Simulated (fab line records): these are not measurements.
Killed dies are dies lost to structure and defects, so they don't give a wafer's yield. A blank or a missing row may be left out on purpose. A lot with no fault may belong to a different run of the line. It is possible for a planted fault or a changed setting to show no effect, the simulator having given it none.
Which tool is to blame? || flow nandHarc || Sampling: 13 lots, 37 wafers, 4 of 1159 route steps

== WHAT THE GAUGES SHOWED, per wafer ==
The record lacks any reading of a measuring or inspecting step that a usual standard deviation could be used to judge.

== EACH LOT AND THE TOOL THAT RAN IT (in order: tool; ch and the chambers of the sampled wafers; start) ==
{"lot": "L778", "NHARC_A_STAIRCASE_ETCH_197": "rieDiel-01 ch 0,1,2, day 11 17:58 or earlier", "NHARC_A_STAIRCASE_ETCH_199": "rieDiel-01 ch 0,1, day 11 17:58 or earlier", "NHARC_A_STAIRCASE_TRIM_200": "rieDiel-01 ch 1,2,3, day 11 17:58", "NHARC_A_STAIRCASE_STRIP_205": "plasmaAsher-01 ch 0,1, day 11 18:53"}
{"lot": "L776", "NHARC_A_STAIRCASE_ETCH_197": "rieDiel-07 ch 1,2,3, day 11 19:25 or earlier", "NHARC_A_STAIRCASE_ETCH_199": "rieDiel-07 ch 1,2,3, day 11 19:25 or earlier", "NHARC_A_STAIRCASE_TRIM_200": "rieDiel-07 ch 0,1,2, day 11 19:25", "NHARC_A_STAIRCASE_STRIP_205": "plasmaAsher-01 ch 0,1, day 11 19:58"}
{"lot": "L777", "NHARC_A_STAIRCASE_ETCH_197": "rieDiel-01 ch 0,1,2, day 11 20:49 or earlier", "NHARC_A_STAIRCASE_ETCH_199": "rieDiel-01 ch 0,2,3, day 11 20:49 or earlier", "NHARC_A_STAIRCASE_TRIM_200": "rieDiel-01 ch 0,2, day 11 20:49", "NHARC_A_STAIRCASE_STRIP_205": "plasmaAsher-02 ch 0,1, day 11 21:29"}
{"lot": "L781", "NHARC_A_STAIRCASE_ETCH_197": "rieDiel-01 ch 0,2, day 12 02:59 or earlier", "NHARC_A_STAIRCASE_ETCH_199": "rieDiel-01 ch 0,2, day 12 02:59 or earlier", "NHARC_A_STAIRCASE_TRIM_200": "rieDiel-01 ch 1,2,3, day 12 02:59", "NHARC_A_STAIRCASE_STRIP_205": "plasmaAsher-02 ch 0,1, day 12 03:42"}
{"lot": "L790", "NHARC_A_STAIRCASE_ETCH_197": "rieDiel-01 ch 0,2,3, day 14 02:36 or earlier", "NHARC_A_STAIRCASE_ETCH_199": "rieDiel-01 ch 0,3, day 14 02:36 or earlier", "NHARC_A_STAIRCASE_TRIM_200": "rieDiel-01 ch 0,1, day 14 02:36", "NHARC_A_STAIRCASE_STRIP_205": "plasmaAsher-02 ch 0,1, day 14 03:10"}
{"lot": "L787", "NHARC_A_STAIRCASE_ETCH_197": "rieDiel-08 ch 3, day 14 05:31 or earlier", "NHARC_A_STAIRCASE_ETCH_199": "rieDiel-08 ch 1, day 14 05:31 or earlier", "NHARC_A_STAIRCASE_TRIM_200": "rieDiel-08 ch 0,2, day 14 05:31", "NHARC_A_STAIRCASE_STRIP_205": "plasmaAsher-02 ch 1, day 14 09:29"}
{"lot": "L791", "NHARC_A_STAIRCASE_ETCH_197": "rieDiel-01 ch 0,1,2, day 14 22:28 or earlier", "NHARC_A_STAIRCASE_ETCH_199": "rieDiel-01 ch 0,1,2, day 14 22:28 or earlier", "NHARC_A_STAIRCASE_TRIM_200": "rieDiel-01 ch 0,1,3, day 14 22:28", "NHARC_A_STAIRCASE_STRIP_205": "plasmaAsher-02 ch 0,1, day 14 23:01"}
{"lot": "L789", "NHARC_A_STAIRCASE_ETCH_197": "rieDiel-08 ch 0,3, day 14 22:48 or earlier", "NHARC_A_STAIRCASE_ETCH_199": "rieDiel-08 ch 1,3, day 14 22:48 or earlier", "NHARC_A_STAIRCASE_TRIM_200": "rieDiel-08 ch 0,1, day 14 22:48", "NHARC_A_STAIRCASE_STRIP_205": "plasmaAsher-01 ch 0,1, day 14 23:25"}
{"lot": "L793", "NHARC_A_STAIRCASE_ETCH_197": "rieDiel-01 ch 1,2,3, day 15 19:26 or earlier", "NHARC_A_STAIRCASE_ETCH_199": "rieDiel-01 ch 0,2,3, day 15 19:26 or earlier", "NHARC_A_STAIRCASE_TRIM_200": "rieDiel-01 ch 0,1,3, day 15 19:26", "NHARC_A_STAIRCASE_STRIP_205": "plasmaAsher-01 ch 0,1, day 15 20:02"}
{"lot": "L795", "NHARC_A_STAIRCASE_ETCH_197": "rieDiel-07 ch 1,2,3, day 15 22:59 or earlier", "NHARC_A_STAIRCASE_ETCH_199": "rieDiel-07 ch 0,1,2, day 15 22:59 or earlier", "NHARC_A_STAIRCASE_TRIM_200": "rieDiel-07 ch 0,2,3, day 15 22:59", "NHARC_A_STAIRCASE_STRIP_205": "plasmaAsher-02 ch 0,1, day 15 23:33"}
{"lot": "L797", "NHARC_A_STAIRCASE_ETCH_197": "rieDiel-01 ch 1,2,3, day 16 14:40 or earlier", "NHARC_A_STAIRCASE_ETCH_199": "rieDiel-01 ch 1,2,3, day 16 14:40 or earlier", "NHARC_A_STAIRCASE_TRIM_200": "rieDiel-01 ch 1,2,3, day 16 14:40", "NHARC_A_STAIRCASE_STRIP_205": "plasmaAsher-01 ch 0,1, day 16 15:29"}
{"lot": "L798", "NHARC_A_STAIRCASE_ETCH_197": "rieDiel-01 ch 1,2, day 16 20:39 or earlier", "NHARC_A_STAIRCASE_ETCH_199": "rieDiel-01 ch 0,2, day 16 20:39 or earlier", "NHARC_A_STAIRCASE_TRIM_200": "rieDiel-01 ch 0,3, day 16 20:39", "NHARC_A_STAIRCASE_STRIP_205": "plasmaAsher-02 ch 0,1, day 16 21:19"}
{"lot": "L799", "NHARC_A_STAIRCASE_ETCH_197": "rieDiel-07 ch 0,1,2, day 16 22:37 or earlier", "NHARC_A_STAIRCASE_ETCH_199": "rieDiel-07 ch 0,2,3, day 16 22:37 or earlier", "NHARC_A_STAIRCASE_TRIM_200": "rieDiel-07 ch 0,2,3, day 16 22:37", "NHARC_A_STAIRCASE_STRIP_205": "plasmaAsher-01 ch 0,1, day 16 23:10"}
- NHARC_A_STAIRCASE_ETCH_197: etches the open film in C4F8/O2, target depth 100 nm, time 40.5 s.
- NHARC_A_STAIRCASE_ETCH_199: etches the open film in C4F8/O2, target depth 100 nm, time 40.5 s.
- NHARC_A_STAIRCASE_TRIM_200: chemistry O2, time 211.2 s.
- NHARC_A_STAIRCASE_STRIP_205: strips in O2.

== WHAT THE TOOLS THEMSELVES READ (means of the sampled wafers that have a number; where no wafer has one, the mark that the record gives instead) ==
NHARC_A_STAIRCASE_ETCH_197. Usual: oesProductAu 0.949 a.u., standard deviation 0.015; rfFwdPowerW 591.7 W, standard deviation 3; rfVppV 893 V, standard deviation 4.7.
{"lot": "L778", "tool": "rieDiel-01", "oesProductAu (a.u.)": 0.948, "rfFwdPowerW (W)": 595.1, "rfVppV (V)": 893, "flag": ""}
{"lot": "L776", "tool": "rieDiel-07", "oesProductAu (a.u.)": 0.979, "rfFwdPowerW (W)": 594.0, "rfVppV (V)": 896, "flag": ""}
{"lot": "L777", "tool": "rieDiel-01", "oesProductAu (a.u.)": 0.946, "rfFwdPowerW (W)": 592.9, "rfVppV (V)": 893, "flag": ""}
{"lot": "L781", "tool": "rieDiel-01", "oesProductAu (a.u.)": 0.969, "rfFwdPowerW (W)": 594.2, "rfVppV (V)": 891, "flag": ""}
{"lot": "L790", "tool": "rieDiel-01", "oesProductAu (a.u.)": 0.958, "rfFwdPowerW (W)": 593.5, "rfVppV (V)": 894, "flag": ""}
{"lot": "L787", "tool": "rieDiel-08", "oesProductAu (a.u.)": 0.948, "rfFwdPowerW (W)": 585.0, "rfVppV (V)": 890, "flag": ""}
{"lot": "L791", "tool": "rieDiel-01", "oesProductAu (a.u.)": 0.956, "rfFwdPowerW (W)": 592.4, "rfVppV (V)": 892, "flag": ""}
{"lot": "L789", "tool": "rieDiel-08", "oesProductAu (a.u.)": 0.976, "rfFwdPowerW (W)": 589.1, "rfVppV (V)": 888, "flag": ""}
{"lot": "L793", "tool": "rieDiel-01", "oesProductAu (a.u.)": 0.946, "rfFwdPowerW (W)": 592.5, "rfVppV (V)": 894, "flag": ""}
{"lot": "L795", "tool": "rieDiel-07", "oesProductAu (a.u.)": 0.943, "rfFwdPowerW (W)": 593.5, "rfVppV (V)": 896, "flag": ""}
{"lot": "L797", "tool": "rieDiel-01", "oesProductAu (a.u.)": 0.948, "rfFwdPowerW (W)": 592.5, "rfVppV (V)": 894, "flag": ""}
{"lot": "L798", "tool": "rieDiel-01", "oesProductAu (a.u.)": 0.936, "rfFwdPowerW (W)": 591.9, "rfVppV (V)": 893, "flag": ""}
{"lot": "L799", "tool": "rieDiel-07", "oesProductAu (a.u.)": 0.957, "rfFwdPowerW (W)": 591.0, "rfVppV (V)": 898, "flag": ""}

NHARC_A_STAIRCASE_ETCH_199. Usual: oesProductAu 0.945 a.u., standard deviation 0.012; rfFwdPowerW 592 W, standard deviation 3; rfVppV 892 V, standard deviation 4.7.
{"lot": "L778", "tool": "rieDiel-01", "oesProductAu (a.u.)": 0.954, "rfFwdPowerW (W)": 591, "rfVppV (V)": 889, "flag": ""}
{"lot": "L776", "tool": "rieDiel-07", "oesProductAu (a.u.)": 0.962, "rfFwdPowerW (W)": 592, "rfVppV (V)": 896, "flag": ""}
{"lot": "L777", "tool": "rieDiel-01", "oesProductAu (a.u.)": 0.933, "rfFwdPowerW (W)": 592, "rfVppV (V)": 893, "flag": ""}
{"lot": "L781", "tool": "rieDiel-01", "oesProductAu (a.u.)": 0.965, "rfFwdPowerW (W)": 592, "rfVppV (V)": 896, "flag": ""}
{"lot": "L790", "tool": "rieDiel-01", "oesProductAu (a.u.)": 0.945, "rfFwdPowerW (W)": 592, "rfVppV (V)": 890, "flag": ""}
{"lot": "L787", "tool": "rieDiel-08", "oesProductAu (a.u.)": 0.929, "rfFwdPowerW (W)": 596, "rfVppV (V)": 894, "flag": ""}
{"lot": "L791", "tool": "rieDiel-01", "oesProductAu (a.u.)": 0.949, "rfFwdPowerW (W)": 592, "rfVppV (V)": 892, "flag": ""}
{"lot": "L789", "tool": "rieDiel-08", "oesProductAu (a.u.)": 0.948, "rfFwdPowerW (W)": 592, "rfVppV (V)": 890, "flag": ""}
{"lot": "L793", "tool": "rieDiel-01", "oesProductAu (a.u.)": 0.954, "rfFwdPowerW (W)": 591, "rfVppV (V)": 893, "flag": ""}
{"lot": "L795", "tool": "rieDiel-07", "oesProductAu (a.u.)": 0.947, "rfFwdPowerW (W)": 592, "rfVppV (V)": 899, "flag": ""}
{"lot": "L797", "tool": "rieDiel-01", "oesProductAu (a.u.)": 0.944, "rfFwdPowerW (W)": 592, "rfVppV (V)": 894, "flag": ""}
{"lot": "L798", "tool": "rieDiel-01", "oesProductAu (a.u.)": 0.947, "rfFwdPowerW (W)": 595, "rfVppV (V)": 890, "flag": ""}
{"lot": "L799", "tool": "rieDiel-07", "oesProductAu (a.u.)": 0.951, "rfFwdPowerW (W)": 594, "rfVppV (V)": 898, "flag": ""}

NHARC_A_STAIRCASE_TRIM_200. Usual: drypumpMotorCurrentA 5.7 A, standard deviation 0.45; oesProductAu 1.003 a.u., standard deviation 0.0097; rfVppV 57.5 V, standard deviation 0.77; runLengthS 232.5 s, standard deviation 0.4; showerheadPlenumPTorr 3.44 Torr, standard deviation 0.13; throttleValvePct 17.036 %, standard deviation 0.0091.
{"lot": "L778", "tool": "rieDiel-01", "drypumpMotorCurrentA (A)": 5.5, "oesProductAu (a.u.)": 0.990, "rfVppV (V)": 57.1, "runLengthS (s)": 232.4, "showerheadPlenumPTorr (Torr)": 3.49, "throttleValvePct (%)": 17.039, "flag": ""}
{"lot": "L776", "tool": "rieDiel-07", "drypumpMotorCurrentA (A)": 5.8, "oesProductAu (a.u.)": 1.013, "rfVppV (V)": 58.0, "runLengthS (s)": 232.3, "showerheadPlenumPTorr (Torr)": 3.61, "throttleValvePct (%)": 17.034, "flag": ""}
{"lot": "L777", "tool": "rieDiel-01", "drypumpMotorCurrentA (A)": 6.5, "oesProductAu (a.u.)": 1.011, "rfVppV (V)": 57.0, "runLengthS (s)": 232.8, "showerheadPlenumPTorr (Torr)": 3.42, "throttleValvePct (%)": 17.038, "flag": ""}
{"lot": "L781", "tool": "rieDiel-01", "drypumpMotorCurrentA (A)": 5.5, "oesProductAu (a.u.)": 0.996, "rfVppV (V)": 58.4, "runLengthS (s)": 232.4, "showerheadPlenumPTorr (Torr)": 3.49, "throttleValvePct (%)": 17.037, "flag": ""}
{"lot": "L790", "tool": "rieDiel-01", "drypumpMotorCurrentA (A)": 6.2, "oesProductAu (a.u.)": 1.005, "rfVppV (V)": 56.3, "runLengthS (s)": 232.5, "showerheadPlenumPTorr (Torr)": 3.31, "throttleValvePct (%)": 17.040, "flag": ""}
{"lot": "L787", "tool": "rieDiel-08", "drypumpMotorCurrentA (A)": 5.9, "oesProductAu (a.u.)": 1.010, "rfVppV (V)": 57.6, "runLengthS (s)": 244.6, "showerheadPlenumPTorr (Torr)": 3.35, "throttleValvePct (%)": 17.023, "flag": "OFF"}
{"lot": "L791", "tool": "rieDiel-01", "drypumpMotorCurrentA (A)": 5.7, "oesProductAu (a.u.)": 1.005, "rfVppV (V)": 57.6, "runLengthS (s)": 232.5, "showerheadPlenumPTorr (Torr)": 3.37, "throttleValvePct (%)": 17.036, "flag": ""}
{"lot": "L789", "tool": "rieDiel-08", "drypumpMotorCurrentA (A)": 5.7, "oesProductAu (a.u.)": 0.990, "rfVppV (V)": 58.2, "runLengthS (s)": 256.8, "showerheadPlenumPTorr (Torr)": 3.40, "throttleValvePct (%)": 17.024, "flag": "OFF"}
{"lot": "L793", "tool": "rieDiel-01", "drypumpMotorCurrentA (A)": 5.7, "oesProductAu (a.u.)": 1.003, "rfVppV (V)": 57.3, "runLengthS (s)": 232.0, "showerheadPlenumPTorr (Torr)": 3.36, "throttleValvePct (%)": 17.034, "flag": ""}
{"lot": "L795", "tool": "rieDiel-07", "drypumpMotorCurrentA (A)": 5.7, "oesProductAu (a.u.)": 1.005, "rfVppV (V)": 57.5, "runLengthS (s)": 232.6, "showerheadPlenumPTorr (Torr)": 3.59, "throttleValvePct (%)": 17.040, "flag": ""}
{"lot": "L797", "tool": "rieDiel-01", "drypumpMotorCurrentA (A)": 5.5, "oesProductAu (a.u.)": 0.990, "rfVppV (V)": 56.9, "runLengthS (s)": 232.5, "showerheadPlenumPTorr (Torr)": 3.47, "throttleValvePct (%)": 17.041, "flag": ""}
{"lot": "L798", "tool": "rieDiel-01", "drypumpMotorCurrentA (A)": 6.3, "oesProductAu (a.u.)": 1.014, "rfVppV (V)": 56.7, "runLengthS (s)": 232.5, "showerheadPlenumPTorr (Torr)": 3.35, "throttleValvePct (%)": 17.032, "flag": ""}
{"lot": "L799", "tool": "rieDiel-07", "drypumpMotorCurrentA (A)": 5.7, "oesProductAu (a.u.)": 1.009, "rfVppV (V)": 57.5, "runLengthS (s)": 232.6, "showerheadPlenumPTorr (Torr)": 3.58, "throttleValvePct (%)": 17.030, "flag": ""}

NHARC_A_STAIRCASE_STRIP_205. Usual: drypumpMotorCurrentA 5.7 A, standard deviation 0.45; heaterPowerW 331 W, standard deviation 26; tempC 249.98 C, standard deviation 0.19.
{"lot": "L778", "tool": "plasmaAsher-01", "drypumpMotorCurrentA (A)": 5.4, "heaterPowerW (W)": 328, "tempC (C)": 249.86, "flag": ""}
{"lot": "L776", "tool": "plasmaAsher-01", "drypumpMotorCurrentA (A)": 5.4, "heaterPowerW (W)": 322, "tempC (C)": 249.84, "flag": ""}
{"lot": "L777", "tool": "plasmaAsher-02", "drypumpMotorCurrentA (A)": 6.0, "heaterPowerW (W)": 354, "tempC (C)": 249.91, "flag": ""}
{"lot": "L781", "tool": "plasmaAsher-02", "drypumpMotorCurrentA (A)": 5.7, "heaterPowerW (W)": 336, "tempC (C)": 250.11, "flag": ""}
{"lot": "L790", "tool": "plasmaAsher-02", "drypumpMotorCurrentA (A)": 6.0, "heaterPowerW (W)": 346, "tempC (C)": 249.85, "flag": ""}
{"lot": "L787", "tool": "plasmaAsher-02", "drypumpMotorCurrentA (A)": 6.3, "heaterPowerW (W)": 371, "tempC (C)": 250.04, "flag": ""}
{"lot": "L791", "tool": "plasmaAsher-02", "drypumpMotorCurrentA (A)": 5.7, "heaterPowerW (W)": 336, "tempC (C)": 250.00, "flag": ""}
{"lot": "L789", "tool": "plasmaAsher-01", "drypumpMotorCurrentA (A)": 5.6, "heaterPowerW (W)": 316, "tempC (C)": 249.95, "flag": ""}
{"lot": "L793", "tool": "plasmaAsher-01", "drypumpMotorCurrentA (A)": 5.4, "heaterPowerW (W)": 318, "tempC (C)": 249.89, "flag": ""}
{"lot": "L795", "tool": "plasmaAsher-02", "drypumpMotorCurrentA (A)": 6.0, "heaterPowerW (W)": 350, "tempC (C)": 250.04, "flag": ""}
{"lot": "L797", "tool": "plasmaAsher-01", "drypumpMotorCurrentA (A)": 5.7, "heaterPowerW (W)": 314, "tempC (C)": 250.05, "flag": ""}
{"lot": "L798", "tool": "plasmaAsher-02", "drypumpMotorCurrentA (A)": 5.7, "heaterPowerW (W)": 327, "tempC (C)": 249.96, "flag": ""}
{"lot": "L799", "tool": "plasmaAsher-01", "drypumpMotorCurrentA (A)": 5.7, "heaterPowerW (W)": 310, "tempC (C)": 249.97, "flag": ""}

== THE ANSWER, worked out from the rows above alone ==
Rule: a lot counts as off when the mean over its wafers that have a number is more than 3 standard deviations away from the usual mean. A lot without any number at a reading at which 4 lots or more have one is off too. All remaining lots with rows at the step are treated as sound. The gauges are gone through in route order, then the tools' own readings, and for those a lot's mean is taken as printed above. At the first step where some lot is off, the reading lying furthest off is the one used; lots without a number count as furthest.
Off at NHARC_A_STAIRCASE_TRIM_200 (runLengthS): L787, L789.
A tool fits if, at that step or a process step before it, it ran every lot that is off, and no sound lot after the first of them. With no start given for some of its lots, NHARC_A_STAIRCASE_ETCH_197 uses the hours and lot order of NHARC_A_STAIRCASE_TRIM_200. With no start given for some of its lots, NHARC_A_STAIRCASE_ETCH_199 uses the hours and lot order of NHARC_A_STAIRCASE_TRIM_200. One fits: rieDiel-08 at NHARC_A_STAIRCASE_ETCH_197 and NHARC_A_STAIRCASE_ETCH_199 and NHARC_A_STAIRCASE_TRIM_200. It ran no sound lot before its first lot that is off in this sample, so the start can't be narrowed down.
On the lots that are off, the tool's own readings at NHARC_A_STAIRCASE_ETCH_197 differ by more than 5 times the standard deviation of the sound lots' means, which bears it out; rfFwdPowerW reads 587.0 W there versus 593.0 W on the sound lots.

== WHAT THE SIMULATOR HAD PUT IN ==
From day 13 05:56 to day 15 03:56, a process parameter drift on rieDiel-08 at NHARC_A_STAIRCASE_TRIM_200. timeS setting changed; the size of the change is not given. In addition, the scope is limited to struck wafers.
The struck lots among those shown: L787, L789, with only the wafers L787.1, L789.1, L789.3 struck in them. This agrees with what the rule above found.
